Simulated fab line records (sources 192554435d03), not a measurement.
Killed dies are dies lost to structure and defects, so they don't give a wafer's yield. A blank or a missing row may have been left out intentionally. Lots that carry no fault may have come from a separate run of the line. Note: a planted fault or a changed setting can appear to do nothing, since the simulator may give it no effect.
Split-lot study	flow n5-finfet	route with 1938 steps; 7 lots, 21 wafers read

## THE SPLIT
At N5_BEOL_M7_TRENCH_ETCH_37 (etches SiCOH lowk in C4F6/O2, target depth 93.478 nm, time 31.2 s), the setting source-w was moved away from the recipe's 345 W on 11 of the 21 wafers read, by -16.4% to +12.2%. This setting was run at the recipe's value on the other wafers.

## FROM THE SPLIT TO THE READING: what the file shows between them, 2 steps
- N5_BEOL_M7_ETCH_41: etches SiCN in CH3F/O2, target depth 31.9 nm, time 57.8 s (also split here: source-w)
- N5_BEOL_M7_STRIP_80: strips in N2/H2, time 10 s

## THE READING
trench-depth-nm, in nm, at N5_BEOL_M7_OCD_MEAS_38. On this fab line, fault-free wafers typically give 93.3 nm with a standard deviation of 1.8 nm.

wafer	tool, chamber at the split	source-w as run, W	against the recipe	trench-depth-nm, nm	against lot-mates on the recipe
L075.1	rie-diel-05, 3	317.6	-7.9%	90.3	no lot-mate on the recipe
L075.3	rie-diel-05, 0	317.6	-7.9%	88.8	no lot-mate on the recipe
L075.4	rie-diel-05, 1	317.6	-7.9%	90.7	no lot-mate on the recipe
L079.1	rie-diel-05, 0	288.5	-16.4%	86.7	-6.5
L079.2	rie-diel-05, 3	345	recipe	93.2	-
L079.5	rie-diel-05, 0	288.5	-16.4%	86.9	-6.3
L082.1	rie-diel-05, 2	327.4	-5.1%	89.4	no lot-mate on the recipe
L082.3	rie-diel-05, 1	327.4	-5.1%	91.8	no lot-mate on the recipe
L082.5	rie-diel-05, 2	327.4	-5.1%	89.4	no lot-mate on the recipe
L083.1	rie-diel-01, 3	345	recipe	97.0	-
L083.2	rie-diel-01, 0	345	recipe	95.2	-
L083.4	rie-diel-01, 1	320.2	-7.2%	91.8	-4.3
L087.1	rie-diel-06, 2	345	recipe	96.8	-
L087.4	rie-diel-06, 1	345	recipe	94.1	-
L087.6	rie-diel-06, 2	345	recipe	96.8	-
L096.1	rie-diel-01, 0	387	+12.2%	101.8	+4.9
L096.5	rie-diel-01, 3	387	+12.2%	101.4	+4.5
L096.6	rie-diel-01, 0	345	recipe	96.9	-
L097.1	rie-diel-05, 2	345	recipe	91.1	-
L097.5	rie-diel-05, 0	345	recipe	91.7	-
L097.6	rie-diel-05, 1	345	recipe	92.3	-

THE FIT
A straight line over all 21 wafers: trench-depth-nm changes by +0.535 nm for each +1% of source-w; r = +0.90; the points scatter about the line by 1.9 nm.
The same after taking each lot's own level away (the mean of its wafers on the recipe; 15 wafers): +0.4 nm for each +1%; r = +0.97; scatter 0.85 nm.
According to that fit, moving source-w by its largest amount changes the reading by 6.5 nm.
The span of the lots' own levels, 91.70 to 96.90 nm, comes to 2.9 times the standard deviation stated above.
In other words, the slope is changed by the lot-to-lot level; the two fits disagree.
Check: with one of the wafers moved furthest among these (-16.4%) left out of the fit, the line predicts -6.71 nm for it against its lot-mates. Against them it came out at -6.5 nm.

## THESE WAFERS: OTHER SPLITS
Other splits were also applied to these wafers ahead of the reading. Each is held against what the fit with the lots' levels taken away leaves over:
other split on the same wafers	wafers away from the commonest value	r with trench-depth-nm (lot level and that fit taken away)
N5_BEOL_M6_ALD_77 ald-cycles	5	+0.68
N5_BEOL_M7_ETCH_41 source-w	6	-0.27

## THE WHOLE CHAIN: every reading that the file lists as answering this split, in the file's order
step	what it does	reading	change (the file's fit)	r (the file's)
N5_BEOL_M7_TRENCH_ETCH_37	etches SiCOH lowk in C4F6/O2, target depth 93.478 nm, time 31.2 s	etch.depth-nm (the simulator's own value, which no gauge read)	+0.412 nm for each +1% of the setting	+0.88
N5_BEOL_M7_TRENCH_ETCH_37	etches SiCOH lowk in C4F6/O2, target depth 93.478 nm, time 31.2 s	BEOL_M7.feature-depth-nm (the simulator's own value, which no gauge read)	+0.411 nm for each +1% of the setting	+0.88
N5_BEOL_M7_OCD_MEAS_38		trench-depth-nm	+0.413 nm for each +1% of the setting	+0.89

## THE FILE'S OWN FIT
trench-depth-nm changes by +0.413 nm for each +1% of source-w, r = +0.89.
